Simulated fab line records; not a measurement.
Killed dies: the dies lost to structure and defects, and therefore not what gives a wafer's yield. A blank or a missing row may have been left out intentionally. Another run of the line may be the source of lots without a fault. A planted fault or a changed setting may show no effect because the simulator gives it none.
fab line records	flow n5_finfet
record: lots: 6	wafers: 18	last_day: 17
route steps=1938 shown BEOL_M2@852 BEOL_M4@1111
lots untouched by any fault: they come from a run of this same line in which no faults occurred
start_h: the number of hours between the record's first day and the start of the first shown wafer of the lot	wait_h: how many hours have passed since the lot's step before this one	" as in the row above	L1.1+2: several wafers, shown together as one row	- either no value or no given start	* or withheld: withheld	< > ~ a bound
route shown NAME@n: NAME is a module with steps in the file, n the number in the route of the first one	usual: mean/standard deviation taken from wafers without a fault	same: alike in all rows	chamber/n: place in a boat	sites: per-site readings	_std_site: standard deviation of those values	_edge_site: outer sites' mean less inner sites'	radius_mm: for every site, how far away it sits from the centre of the wafer	mask NAME#n: copy n	behind: tool/chamber where the wafer was last shaped	hold: reason for holding the lot/hours on hold/outcome of the hold	device: the n, p or np transistor that did not switch	end of line: at the end of the route, the tests of the same wafers	a step given without rows: its recipe and nothing more	killed: count of dies lost to structure and defects at first sort (not the wafer's yield)	map: per-die view of a wafer (x killed, . not killed, _ where there is no die)
set.NAME: setting as actually run; set.NAME@STEP: the setting as run at that earlier step	model.NAME: the simulator's own value behind a step, which no gauge read
lots at some steps of the route; a table a step, a row a wafer
services: from which hour (start_h, from the record's first day; less than 0 if before it) a tool's chamber was out of use, for how many hours, and why
== steps ==
step: N5_BEOL_M2_PEB_09
recipe: peb_temp_c: 100	peb_time_s: 60	resist: CAR-EUV
step: N5_BEOL_M2_DEVELOP_10
recipe: develop_time_s: 30	developer: TMAH	resist: CAR-EUV	rinse_liquid: surfactant_rinse	dry: air_spin	dev_temp_c: 23
step: N5_BEOL_M2_CD_MEAS_11
recipe: target_cd_nm: 16.79	landing_energy_ev: 500	detector: se_inlens	polarity: opening
usual: cd_nm: 16.83/0.23
lot.wafer	tool	chamber	start_h	wait_h	cd_nm
L552.1	cd_sem-03	0	148.46	-	16.61
L552.3	"	0	"	"	16.52
L552.4	"	0	"	"	16.76
L559.1	cd_sem-03	0	191.70	-	16.64
L559.2	"	0	"	"	16.78
L559.5	"	0	"	"	16.63
L562.1	cd_sem-01	0	198.94	-	16.93
L562.5	"	0	"	"	16.54
L562.6	"	0	"	"	16.81
L564.1	cd_sem-01	0	213.89	-	16.92
L564.3	"	0	"	"	16.97
L564.5	"	0	"	"	17.14
L572.4	cd_sem-02	0	269.56	-	17.11
L572.5	"	0	"	"	16.96
L572.6	"	0	"	"	16.41
L573.1	cd_sem-03	0	274.88	-	17.07
L573.2	"	0	"	"	16.89
L573.5	"	0	"	"	17.00
step: N5_BEOL_M2_OVL_MEAS_12
recipe: points_per_wafer: 522
usual: M2_OVL: -0.2/0.75
lot.wafer	tool	chamber	start_h	wait_h	M2_OVL[nm]
L552.1	overlay-02	0	148.49	0.0	-0.5
L552.3	"	0	"	"	-0.2
L552.4	"	0	"	"	-0.6
L559.1	overlay-01	0	191.73	0.0	0.2
L559.2	"	0	"	"	1.1
L559.5	"	0	"	"	-0.5
L562.1	overlay-02	0	198.98	0.0	-0.6
L562.5	"	0	"	"	-0.1
L562.6	"	0	"	"	-1.5
L564.1	overlay-02	0	213.92	0.0	-0.9
L564.3	"	0	"	"	-0.8
L564.5	"	0	"	"	-0.4
L572.4	overlay-01	0	269.61	0.0	-0.2
L572.5	"	0	"	"	-0.7
L572.6	"	0	"	"	-1.5
L573.1	overlay-02	0	274.91	0.0	0.5
L573.2	"	0	"	"	-0.4
L573.5	"	0	"	"	0.2
step: N5_BEOL_M2_INSPECT_13
recipe: mode: adi	inspect_instrument: brightfield
usual: raw_defect_count: 438/110
lot.wafer	tool	chamber	start_h	wait_h	raw_defect_count
L552.1	defect_inspect-01	-	148.54	0.1	307
L552.3	"	-	"	"	284
L552.4	"	-	"	"	323
L559.1	defect_inspect-01	-	191.79	0.1	493
L559.2	"	-	"	"	460
L559.5	"	-	"	"	473
L562.1	defect_inspect-01	-	199.03	0.1	442
L562.5	"	-	"	"	306
L562.6	"	-	"	"	446
L564.1	defect_inspect-02	-	213.97	0.1	428
L564.3	"	-	"	"	468
L564.5	"	-	"	"	353
L572.4	defect_inspect-01	-	269.65	0.0	410
L572.5	"	-	"	"	373
L572.6	"	-	"	"	375
L573.1	defect_inspect-01	-	274.96	0.1	506
L573.2	"	-	"	"	387
L573.5	"	-	"	"	403
step: N5_BEOL_M2_DESCUM_16
recipe: chemistry: O2	time_s: 7	source_power_w: 50	bias_power_w: 20	pressure_mtorr: 20	rf_frequency_hz: 2.712e+07	temp_c: 40	resist: CAR-EUV	o2_flow_sccm: 225
usual: drypump_motor_current_A: 5.9/0.37	oes_product_au: 0.83/0.1	rf_vpp_V: 243.1/1.2	showerhead_plenum_p_Torr: 2.10/0.052	throttle_valve_pct: 20.5/0.33
lot.wafer	tool	chamber	start_h	wait_h	drypump_motor_current_A	oes_product_au	rf_hours_counter_h	rf_vpp_V	showerhead_plenum_p_Torr	throttle_valve_pct
L552.1	rie_diel-01	2	148.59	0.0	6.5	0.68	248	245.1	2.13	20.4
L552.3	"	0	"	"	5.9	0.73	203	240.4	2.01	20.9
L552.4	"	3	"	"	5.6	0.80	114	242.9	2.12	20.8
L559.1	rie_diel-01	2	191.82	0.0	6.4	0.95	8	244.1	2.13	20.1
L559.2	"	0	"	"	5.9	0.71	219	240.7	2.00	20.9
L559.5	"	2	"	"	6.4	0.94	-	244.1	2.13	20.1
L562.1	rie_diel-04	0	199.07	0.0	5.9	0.91	26	243.0	2.13	19.9
L562.5	"	2	"	"	5.4	0.66	-	243.7	2.17	20.8
L562.6	"	3	"	"	5.2	0.70	-	242.1	2.05	20.8
L564.1	rie_diel-04	2	214.41	0.4	5.4	0.67	247	244.3	2.16	20.8
L564.3	"	0	"	"	5.8	0.90	32	243.7	2.13	19.9
L564.5	"	1	"	"	6.6	0.82	-	241.1	2.03	20.4
L572.4	rie_diel-02	0	269.70	0.0	5.9	0.74	-	243.1	2.08	20.7
L572.5	"	2	"	"	6.0	0.78	-	241.2	2.12	20.2
L572.6	"	1	"	"	6.3	0.84	-	244.0	2.13	20.6
L573.1	rie_diel-04	0	275.00	0.0	5.9	0.86	57	243.7	2.12	20.0
L573.2	"	3	"	"	5.2	0.94	10	242.2	2.04	20.5
L573.5	"	1	"	"	6.6	0.79	-	241.8	2.02	20.4
step: N5_BEOL_M2_ETCH_74
recipe: chemistry: N2/H2	target: underlayer	target_depth_a: 65	mask_material: CAR-EUV	time_s: 5.2	ion_energy_ev: 200	pressure_mtorr: 30	source_w: 840	bias_w: 150	n2_flow_sccm: 200	h2_flow_sccm: 200	ends: cleared
usual: drypump_motor_current_A: 5.9/0.38	etch_rf_on_time_s: 5.24/0.14	oes_product_au: 0.70/0.086	rf_vpp_V: 523.9/2.3	showerhead_plenum_p_Torr: 2.55/0.07	throttle_valve_pct: 17.9/0.33
lot.wafer	tool	chamber	start_h	wait_h	drypump_motor_current_A	etch_rf_on_time_s	oes_product_au	rf_hours_counter_h	rf_vpp_V	showerhead_plenum_p_Torr	throttle_valve_pct
L552.1	rie_diel-01	2	148.62	0.0	6.5	5.38	0.58	248	523.0	2.59	17.8
L552.3	"	0	"	"	5.9	5.50	0.60	203	520.2	2.41	18.2
L552.4	"	3	"	"	5.6	5.12	0.69	114	526.5	2.57	18.3
L559.1	rie_diel-01	2	191.86	0.0	6.4	5.24	0.81	8	526.2	2.59	17.4
L559.2	"	0	"	"	5.9	5.55	0.59	219	519.6	2.40	18.2
L559.5	"	2	"	"	6.4	5.28	0.80	-	523.6	2.59	17.4
L562.1	rie_diel-04	0	199.10	0.0	5.9	5.06	0.78	26	526.0	2.60	17.4
L562.5	"	2	"	"	5.4	5.37	0.56	-	527.6	2.62	18.2
L562.6	"	3	"	"	5.2	5.38	0.59	-	522.0	2.51	18.4
L564.1	rie_diel-04	2	214.44	0.0	5.4	5.39	0.57	247	524.6	2.61	18.2
L564.3	"	0	"	"	5.9	5.15	0.77	32	523.3	2.60	17.4
L564.5	"	1	"	"	6.6	5.33	0.69	-	522.2	2.47	17.8
L572.4	rie_diel-02	0	269.72	0.0	5.9	5.16	0.61	-	522.1	2.54	18.2
L572.5	"	2	"	"	6.0	5.34	0.64	-	525.5	2.55	17.6
L572.6	"	1	"	"	6.3	5.29	0.70	-	522.8	2.57	17.9
L573.1	rie_diel-04	0	275.03	0.0	5.9	5.06	0.74	57	524.7	2.59	17.4
L573.2	"	3	"	"	5.2	5.27	0.79	10	521.9	2.50	18.1
L573.5	"	1	"	"	6.6	5.31	0.67	-	524.5	2.46	17.9
step: N5_BEOL_M2_ETCH_63
recipe: chemistry: CF4	target: SiARC	target_depth_a: 156	mask_material: CAR-EUV	time_s: 26	ion_energy_ev: 80	pressure_mtorr: 40	source_w: 545	bias_w: 36	Ar_flow_sccm: 100	cf4_flow_sccm: 100	ends: cleared
step: N5_BEOL_M2_ETCH_64
recipe: chemistry: N2/H2	target: SOC	target_depth_a: 750	overetch_a: 225	mask_material: SiARC	temp_c: 40	time_s: 121.9	ion_energy_ev: 200	pressure_mtorr: 30	source_w: 840	bias_w: 150	n2_flow_sccm: 200	h2_flow_sccm: 200
usual: drypump_motor_current_A: 5.9/0.38	oes_product_au: 0.62/0.071	rf_vpp_V: 524.1/2.1	showerhead_plenum_p_Torr: 2.55/0.07	throttle_valve_pct: 17.9/0.33
lot.wafer	tool	chamber	start_h	wait_h	drypump_motor_current_A	oes_product_au	rf_hours_counter_h	rf_vpp_V	showerhead_plenum_p_Torr	throttle_valve_pct
L552.1	rie_diel-01	2	148.67	0.0	6.5	0.53	248	526.3	2.59	17.8
L552.3	"	0	"	"	6.0	0.56	203	520.7	2.41	18.1
L552.4	"	3	"	"	5.6	0.61	114	524.0	2.57	18.2
L559.1	rie_diel-01	2	191.90	0.0	6.5	0.72	8	523.8	2.59	17.4
L559.2	"	0	"	"	5.9	0.54	219	520.8	2.40	18.2
L559.5	"	2	"	"	6.5	0.72	-	526.0	2.59	17.4
L562.1	rie_diel-04	0	199.15	0.0	5.9	0.68	26	525.5	2.60	17.3
L562.5	"	2	"	"	5.4	0.52	-	525.6	2.62	18.1
L562.6	"	3	"	"	5.2	0.53	-	523.2	2.51	18.4
L564.1	rie_diel-04	2	214.49	0.0	5.4	0.51	247	524.7	2.61	18.1
L564.3	"	0	"	"	5.9	0.68	32	525.5	2.60	17.3
L564.5	"	1	"	"	6.6	0.63	-	522.5	2.47	17.8
L572.4	rie_diel-02	0	269.82	0.1	5.9	0.55	-	522.0	2.54	18.2
L572.5	"	2	"	"	6.0	0.59	-	523.6	2.55	17.6
L572.6	"	1	"	"	6.3	0.62	-	524.0	2.57	17.9
L573.1	rie_diel-04	0	275.08	0.0	5.9	0.64	57	525.0	2.59	17.4
L573.2	"	3	"	"	5.2	0.71	10	522.9	2.50	18.1
L573.5	"	1	"	"	6.6	0.60	-	520.0	2.46	17.8
step: N5_BEOL_M2_STRIP_65
recipe: chemistry: N2/H2	temp_c: 40	n2_flow_sccm: 200	h2_flow_sccm: 200	rf_frequency_hz: 6e+07
step: N5_BEOL_M2_STRIP_75
recipe: chemistry: N2/H2	temp_c: 40	n2_flow_sccm: 200	h2_flow_sccm: 200	rf_frequency_hz: 6e+07
step: N5_BEOL_M2_STRIP_66
recipe: chemistry: CF4	resist: SiARC	power_w: 300	bias_power_w: 75	pressure_mtorr: 50	cf4_flow_sccm: 150	rf_frequency_hz: 6e+07
usual: drypump_motor_current_A: 5.9/0.38	oes_product_au: 0.81/0.092	rf_vpp_V: 271.4/1.3	showerhead_plenum_p_Torr: 1.80/0.045	throttle_valve_pct: 13.6/0.33
lot.wafer	tool	chamber	start_h	wait_h	drypump_motor_current_A	oes_product_au	rf_hours_counter_h	rf_vpp_V	showerhead_plenum_p_Torr	throttle_valve_pct
L552.1	rie_diel-01	2	148.80	0.0	6.5	0.68	248	270.4	1.84	13.8
L552.3	"	0	"	"	5.9	0.72	203	268.5	1.72	14.0
L552.4	"	3	"	"	5.6	0.79	114	272.9	1.81	13.8
L559.1	rie_diel-01	2	192.03	0.0	6.4	0.94	8	273.0	1.83	13.2
L559.2	"	0	"	"	5.9	0.71	219	270.0	1.71	14.0
L559.5	"	2	"	"	6.5	0.94	-	271.8	1.83	13.2
L562.1	rie_diel-04	0	199.28	0.0	5.9	0.89	26	270.0	1.82	13.0
L562.5	"	2	"	"	5.4	0.67	-	272.2	1.86	14.0
L562.6	"	3	"	"	5.2	0.70	-	269.7	1.77	14.1
L564.1	rie_diel-04	2	214.62	0.0	5.4	0.66	247	271.6	1.86	14.0
L564.3	"	0	"	"	5.9	0.88	32	273.0	1.81	13.0
L564.5	"	1	"	"	6.6	0.81	-	269.5	1.73	13.5
L572.4	rie_diel-02	0	269.90	0.0	5.9	0.71	-	271.6	1.76	13.7
L572.5	"	2	"	"	6.0	0.76	-	270.4	1.82	13.5
L572.6	"	1	"	"	6.3	0.81	-	272.2	1.82	13.6
L573.1	rie_diel-04	0	275.21	0.0	5.9	0.84	57	271.6	1.81	13.1
L573.2	"	3	"	"	5.2	0.92	10	270.6	1.76	13.6
L573.5	"	1	"	"	6.5	0.79	-	270.8	1.73	13.5
step: N5_BEOL_M2_HM_OPEN_17
recipe: chemistry: Cl2/BCl3	target_depth_a: 200	overetch_a: 60	target: TiN	mask_material: SOC	ion_energy_ev: 150	pressure_mtorr: 10	icp_w: 1000	bias_w: 126	Cl2_flow_sccm: 53.25	bcl3_flow_sccm: 21.75	Ar_flow_sccm: 25
usual: drypump_motor_current_A: 5.45/0.25	oes_product_au: 0.70/0.076	throttle_valve_pct: 22.34/0.22
lot.wafer	tool	chamber	start_h	wait_h	drypump_motor_current_A	oes_product_au	rf_hours_counter_h	throttle_valve_pct	model.SOC_of_BEOL_M2_COAT_61.thk_nm
L552.1	rie_metal-01	0	148.84	0.0	5.43	0.58	85	22.60	52.2
L552.3	"	1	"	"	5.36	0.73	-	21.85	52.6
L552.4	"	0	"	"	5.44	0.59	-	22.60	52.6
L559.1	rie_metal-01	0	192.08	0.0	5.46	0.57	89	22.61	51.6
L559.2	"	1	"	"	5.32	0.71	20	21.91	52.4
L559.5	"	1	"	"	5.32	0.72	-	21.87	52.2
L562.1	rie_metal-01	1	199.32	0.0	5.33	0.71	20	21.88	52
L562.5	"	0	"	"	5.44	0.58	-	22.62	51.6
L562.6	"	1	"	"	5.34	0.70	-	21.88	52.2
L564.1	rie_metal-03	0	214.66	0.0	5.45	0.67	35	22.24	52
L564.3	"	0	"	"	5.47	0.68	-	22.23	52
L564.5	"	0	"	"	5.47	0.68	-	22.23	51.8
L572.4	rie_metal-02	0	269.96	0.1	5.58	0.61	-	22.38	52.4
L572.5	"	0	"	"	5.63	0.62	-	22.39	52.4
L572.6	"	1	"	"	5.08	0.73	-	22.51	52
L573.1	rie_metal-02	0	275.25	0.0	5.60	0.63	50	22.36	52.4
L573.2	"	1	"	"	5.07	0.76	15	22.48	52
L573.5	"	0	"	"	5.62	0.62	-	22.37	52.4
step: N5_BEOL_M2_STRIP_19
recipe: chemistry: O2	power_w: 400	temp_c: 40	pressure_mtorr: 30	rf_frequency_hz: 6e+07	bias_power_w: 0	overash_fraction: 0.2	o2_flow_sccm: 225
usual: drypump_motor_current_A: 5.9/0.4	oes_product_au: 0.80/0.097	rf_vpp_V: 3.6/0.44	showerhead_plenum_p_Torr: 2.11/0.051	throttle_valve_pct: 16.7/0.31
lot.wafer	tool	chamber	start_h	wait_h	drypump_motor_current_A	oes_product_au	rf_hours_counter_h	rf_vpp_V	showerhead_plenum_p_Torr	throttle_valve_pct
L552.1	rie_diel-04	3	149.05	0.2	5.2	0.70	222	3.8	2.06	17.0
L552.3	"	2	"	"	5.4	0.67	225	4.3	2.18	17.0
L552.4	"	1	"	"	6.6	0.83	52	3.1	2.04	16.6
L559.1	rie_diel-04	2	192.27	0.2	5.4	0.67	240	3.8	2.17	17.1
L559.2	"	0	"	"	5.9	0.92	24	3.5	2.14	16.1
L559.5	"	2	"	"	5.4	0.67	-	4.1	2.17	17.1
L562.1	rie_diel-01	2	199.43	0.1	6.5	0.93	10	3.3	2.13	16.3
L562.5	"	1	"	"	5.8	0.94	-	3.8	2.15	16.5
L562.6	"	0	"	"	5.9	0.71	-	3.4	2.00	17.2
L564.1	rie_diel-01	3	214.81	0.1	5.6	0.79	139	4.3	2.12	17.1
L564.3	"	2	"	"	6.5	0.91	15	3.7	2.13	16.3
L564.5	"	2	"	"	6.4	0.92	-	3.5	2.13	16.3
L572.4	rie_diel-01	0	270.05	0.1	5.9	0.70	246	3.9	2.00	17.2
L572.5	"	1	"	"	5.8	0.90	-	3.8	2.14	16.6
L572.6	"	0	"	"	6.0	0.69	-	3.9	2.00	17.2
L573.1	rie_diel-01	2	275.36	0.1	6.5	0.89	37	4.1	2.12	16.3
L573.2	"	0	"	"	5.9	0.69	249	2.9	2.00	17.2
L573.5	"	1	"	"	5.8	0.89	-	2.8	2.14	16.6
step: N5_BEOL_M4_RC_MEAS_101
usual: DIBL_N: 36.6/2.1	DIBL_P: 36.3/2.2	IOFF_N: 0.16/0.036	IOFF_P: 0.21/0.038	ION_N: 671/12	ION_P: 460/7.5	SS_N: 71.8/0.72	SS_P: 73.3/0.72	VT_N: 250/3.2	VT_P: -250/3.5
lot.wafer	tool	chamber	start_h	wait_h	DIBL_N[mV/V]	DIBL_P[mV/V]	IOFF_N[nA/um]	IOFF_P[nA/um]	ION_N[uA/um]	ION_P[uA/um]	SS_N[mV/dec]	SS_P[mV/dec]	VT_N[mV]	VT_P[mV]
L552.1	prober-02	0	179.56	0.0	36.6	37.0	0.21	0.24	671	463	72.2	73.3	247	-249
L552.3	"	0	"	"	38.1	39.9	0.23	0.27	697	474	72.4	74.4	244	-246
L552.4	"	0	"	"	37.8	38.3	0.22	0.25	674	459	72.4	73.5	247	-248
L559.1	prober-02	0	218.49	0.0	34.6	35.7	0.15	0.20	680	468	71.6	72.4	248	-249
L559.2	"	0	"	"	35.4	36.6	0.16	0.22	680	468	72.0	73.2	249	-250
L559.5	"	0	"	"	32.6	33.4	0.11	0.16	666	461	70.7	72.5	252	-252
L562.1	prober-01	0	227.04	0.0	38.6	38.7	0.20	0.24	673	466	72.2	73.7	247	-247
L562.5	"	0	"	"	36.8	36.3	0.17	0.21	682	465	71.4	73.0	246	-249
L562.6	"	0	"	"	38.1	38.7	0.19	0.25	665	456	72.6	73.9	247	-248
L564.1	prober-01	0	243.19	0.6	35.5	36.2	0.14	0.19	665	455	71.9	73.6	252	-251
L564.3	"	0	"	"	36.6	36.7	0.16	0.20	659	453	72.2	73.6	248	-256
L564.5	"	0	"	"	34.6	34.6	0.13	0.18	653	452	72.0	72.3	254	-256
L573.1	prober-02	0	299.96	0.0	34.6	33.4	0.13	0.20	673	467	70.8	72.5	250	-248
L573.2	"	0	"	"	34.7	33.6	0.14	0.20	670	467	71.4	73.4	250	-249
L573.5	"	0	"	"	33.6	32.9	0.12	0.19	658	463	70.4	73.4	255	-250
L572.4	prober-01	0	300.26	0.5	38.9	36.7	0.17	0.21	660	455	72.1	73.4	251	-252
L572.5	"	0	"	"	38.5	36.4	0.18	0.20	693	468	71.3	73.2	248	-250
L572.6	"	0	"	"	35.8	33.5	0.13	0.15	679	453	70.6	72.0	250	-253
== services ==
tool	chamber	start_h	hours	kind
rie_diel-04	3	133.21	1.2	repair
rie_diel-01	2	154.11	-	clean
rie_diel-01	2	154.11	-	consumable_replace:focus_ring
rie_diel-04	2	220.67	-	clean
rie_diel-04	2	220.67	-	consumable_replace:focus_ring
rie_diel-04	2	220.67	14.0	scheduled_down
rie_diel-04	2	220.67	14.0	vent_cycle
rie_diel-02	2	231.84	21.6	repair
rie_diel-04	3	234.81	-	clean
rie_diel-04	3	234.81	-	consumable_replace:focus_ring
rie_diel-04	3	234.81	14.7	scheduled_down
rie_diel-04	3	234.81	14.7	vent_cycle
rie_diel-02	3	264.19	-	clean
rie_diel-02	3	264.19	-	consumable_replace:focus_ring
rie_diel-02	3	264.19	19.1	scheduled_down
rie_diel-02	3	264.19	19.1	vent_cycle
rie_diel-04	2	265.77	9.3	repair
rie_metal-03	-	272.56	2.8	pm
== key ==
first_sign none at tools or gauges
model_effect: step: N5_BEOL_M2_HM_OPEN_17	value: SOC_of_BEOL_M2_COAT_61.thk_nm	without: 52.2	struck: 51.6
met_at N5_BEOL_M2_HM_OPEN_17
struck_wafers L559.1,L562.5
onset_between 148.84 192.08
fault: kind: process_parameter_drift	tool: rie_metal-01	chamber: 0	onset_h: 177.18	steps: N5_BEOL_M2_HM_OPEN_17	channel: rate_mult	offset: 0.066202	shape: step	end_h: 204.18
